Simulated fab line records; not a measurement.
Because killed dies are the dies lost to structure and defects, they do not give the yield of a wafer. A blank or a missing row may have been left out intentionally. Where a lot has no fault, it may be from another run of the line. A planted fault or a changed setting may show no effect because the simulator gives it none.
Struck lot and sound lot, side by side | flow nand harc | 12 steps out of a route of 1302
Sound: wafers L599.3, L599.5, L599.6. Wafers L597.2, L597.3, L597.6 were the ones struck. At the end, the cause is stated.
For every step that has rows: the tool of each side, followed by ch and its chambers, followed by its first start. Under that, the readings that differ: sound wafers | struck wafers | difference of the means | sigmas: that difference in standard deviations of wafers without a fault.
alike: readings whose means differ by less than 2 such deviations, and words and numbers that are the same on both sides. not compared: withheld readings, readings that some wafer has no value for, bounds like >300 that may hide the same value, and numbers for which the record gives no deviation and whose values overlap.
Wherever a step has rows on one side only, a row that says differs or no value, or a row with sigmas, the two part there. Non-overlapping numbers with no deviation appear without sigmas and do not part them. A reading missing from all wafers of one side parts the sides only when that side holds two or more wafers.

NHARC_A_SLIT_CD_MEAS_21:
  sound: cd sem-03 at day 23 12:56; struck: cd sem-02 at day 22 07:47
  alike: cd nm
then, 3 steps without rows for these wafers: NHARC_A_SIN_REMOVE_WET_00 (chemistry H3PO4, time 15300 s); NHARC_A_SIN_REMOVE_PRECLEAN_01 (cleans in SC1); NHARC_A_SIN_REMOVE_SRD_02.
NHARC_A_SIN_REMOVE_INSPECT_04:
  sound: defect inspect-02 at day 23 19:32; struck: defect inspect-01 at day 22 14:23
  alike: raw defect count
NHARC_A_WL_FILL_ALD_00: deposits Al2O3, target thk 3 nm, pulse time 3 s, ald cycles 30.
  sound on ald hk-03 ch 1,2, day 23 19:35; struck on ald hk-01 ch 2,3, day 22 14:29
  alike: heater power w, precursor pulse height rel
NHARC_A_WL_FILL_RTA_01: time 5 s.
  sound on rtp anneal-02 ch 0, day 23 19:54; struck on rtp anneal-01 ch 0, day 22 14:56
  reading            | sound          | struck         | difference | sigmas
  lamp power pct (%) | 27.1 27.2 27.2 | 29.3 29.3 29.3 | +2.1       | +2
  alike: lamp_zone_7_pct, wafer_temp_C_max
NHARC_A_WL_FILL_ALD_02: deposits TiN, target thk 2 nm, pulse time 3 s, ald cycles 100.
  sound on ald metal-01 ch 0,2,3, day 23 20:10; struck on ald metal-01 ch 1,2, day 22 15:07
  reading            | sound        | struck         | difference | sigmas
  heater power w (W) | 959 950 1088 | 1132 1144 1178 | +152       | +2
  alike: precursor pulse height rel
NHARC_A_WL_FILL_CVD_03: deposits W, target thk 40 nm, time 279 s.
  sound on cvd w-02 ch 0,1, day 23 20:56; struck on cvd w-01 ch 0,1, day 22 15:34
  alike: heater power w, throttle valve pct
then, 1 step without rows for these wafers: NHARC_A_WL_FILL_ETCHBACK_04 (etches the open film in NF3, target depth 60 nm, time 120 s).
NHARC_A_WL_FILL_ETCHBACK_05: etches the open film in Cl2/BCl3, target depth 22 nm, time 60 s.
  sound on rie metal-02 ch 0,1, day 23 21:27; struck on rie metal-01 ch 0,1, day 22 16:10
  no value came back on the struck wafers for chamber pressure mTorr (mTorr), drypump motor current A (A), oes product au (a.u.); on the sound wafers chamber pressure mTorr (mTorr) reads 9.987 10.016 9.996
  not compared: rf hours counter h
NHARC_A_WL_FILL_STRIP_27: strips in N2/H2, time 20 s.
  sound on plasma asher-01 ch 0,1, day 23 21:38; struck on plasma asher-02 ch 0,1, day 22 16:24
  alike: drypump motor current A, heater power w
  not compared: rf hours counter h

== WHERE THEY PART ==
At NHARC_A_WL_FILL_RTA_01 first; at NHARC_A_WL_FILL_ETCHBACK_05 last (within this record only). Later steps at which nothing parts them and some readings are alike: NHARC_A_WL_FILL_STRIP_27.

WHY: the cause the simulator had injected
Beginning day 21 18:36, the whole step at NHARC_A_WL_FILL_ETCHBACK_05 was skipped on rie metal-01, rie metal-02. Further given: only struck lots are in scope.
